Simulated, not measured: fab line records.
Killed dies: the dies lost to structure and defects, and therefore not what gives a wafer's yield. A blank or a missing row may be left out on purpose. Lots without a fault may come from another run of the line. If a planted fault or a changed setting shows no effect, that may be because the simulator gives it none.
Problem report in the 8D (eight disciplines) form, filled by code | flow n5 finfet | the parts of the form that need people (team, actions taken, sign-off) are left out

== 1. WHAT WENT WRONG ==
VT_P_LVT at N5_BEOL_M4_RC_MEAS_101 reads a mean of -111.1 mV on 1 wafer of 1 lot; wafers without a fault read -98.4 mV with a standard deviation of 2.9. That puts it -4.4 standard deviations away from the usual mean.
First seen on wafer L436.2, day 11 09:40, on prober-02. The record has a number at this step for 30 wafers belonging to 10 lots. The rule behind "out" and "out of limits": a value lying over 4 standard deviations away from the usual mean. Any other wafer with a number is counted as sound.

== 2. WHAT IT IS; WHAT IT IS NOT ==
question                    | is                | is not
which readings at this step | VT_P_LVT          | SS_P
which lots                  | L436              | L423, L424, L427, L428, L430, L432, L434, L444, L446
which wafers of those lots  | L436.2            | L436.1, L436.6
read on which gauges        | prober-02         | prober-01
when                        | from day 11 09:40 | up to then (23 sound wafers); but 6 sound wafers of L444, L446 came after

== 3. WHAT RULES OUT EACH SUSPECT ==
Counting: a tool at a process step up to the reading stays a suspect if it ran every lot that is out. Sound lots after the first of them don't rule it out here, since some wafers of a struck lot are sound.
- the gauge at N5_BEOL_M4_RC_MEAS_101: kept. All the wafers that are out were read on prober-02, and no step on other tools shows them out.
- ald sin-04 at N5_SPACER0_ALD_08 (deposits SiNx, target thk 2 nm): kept. It processed L436, the lot that is out, at day 6 10:32, and its most recent sound lot before then was L434 at day 6 02:31.
- pvd sputter-02 at N5_BEOL_M4_SPUTTER_92 (material Cu, target thk 4.5 nm, time 8.29 s): kept. It processed L436, the lot that is out, at day 11 08:07, and its most recent sound lot before then was L434 at day 10 14:13.
Left after counting: ald sin-04 at N5_SPACER0_ALD_08, pvd sputter-02 at N5_BEOL_M4_SPUTTER_92, prober-02 at N5_BEOL_M4_RC_MEAS_101.

== 4. THE CAUSE (what the simulator had put in) ==
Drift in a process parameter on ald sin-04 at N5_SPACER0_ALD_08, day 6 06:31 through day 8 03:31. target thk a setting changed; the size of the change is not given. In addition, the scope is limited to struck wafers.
After counting, 3 suspects remain, this tool included.

== 5. THE CHAIN OF EFFECTS, in route order ==
One row per reading whose mean, taken over the struck wafers that have a number, lies over 3 standard deviations from the usual. Scope: only readings with a usual standard deviation given in the record; hours: median across lots of the time from each lot's start at the first step in this table that gives one to its start at this step; sigmas: change in usual standard deviations.
hours | step                    | reading          | usual        | on struck wafers | change | sigmas
0     | N5_BEOL_M4_RC_MEAS_101  | IOFF_P           | 0.22 nA/um   | 0.11             | -0.11  | -3.1
0     | N5_BEOL_M4_RC_MEAS_101  | ION_P            | 461 uA/um    | 433              | -28    | -4.0
0     | N5_BEOL_M4_RC_MEAS_101  | REXT_N           | 75.2 ohm.um  | 80.0             | +4.8   | +3.2
0     | N5_BEOL_M4_RC_MEAS_101  | REXT_P           | 101.1 ohm.um | 109.8            | +8.7   | +3.6
0     | N5_BEOL_M4_RC_MEAS_101  | VT_N             | 249 mV       | 259              | +10    | +3.2
0     | N5_BEOL_M4_RC_MEAS_101  | VT_P             | -250 mV      | -262             | -12    | -3.8
0     | N5_BEOL_M4_RC_MEAS_101  | VT_P_LVT         | -98.4 mV     | -111.1           | -12.7  | -4.4
102   | N5_PASSIVATION_PROBE_49 | sort_bin_8_speed | 0.00 %       | 18.14            | +18.14 | +99 or more
102   | N5_PASSIVATION_PROBE_49 | sort n pass      | 1082         | 874              | -208   | -12
102   | N5_PASSIVATION_PROBE_49 | sort yield pct   | 91.7 %       | 74.1             | -17.6  | -13
Its process steps:
- N5_PASSIVATION_PROBE_49

== 6. HOW IT WOULD HAVE BEEN CAUGHT EARLIER ==
Counted from the fault's start at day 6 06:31, it took 123 hours until the first out-of-limits reading at a measuring or inspecting step in this record, taken at day 11 09:40.
Tool readings at N5_SPACER0_ALD_08 with a usual standard deviation given in the record: none out on any struck wafer, hence no alarm at a limit of 4 standard deviations on them.
The start of N5_SPACER0_ALD_08 on ald sin-04 came by day 11 09:40 for every one of the lots that are out (1). Tool hold at that time: it would have spared none of them.
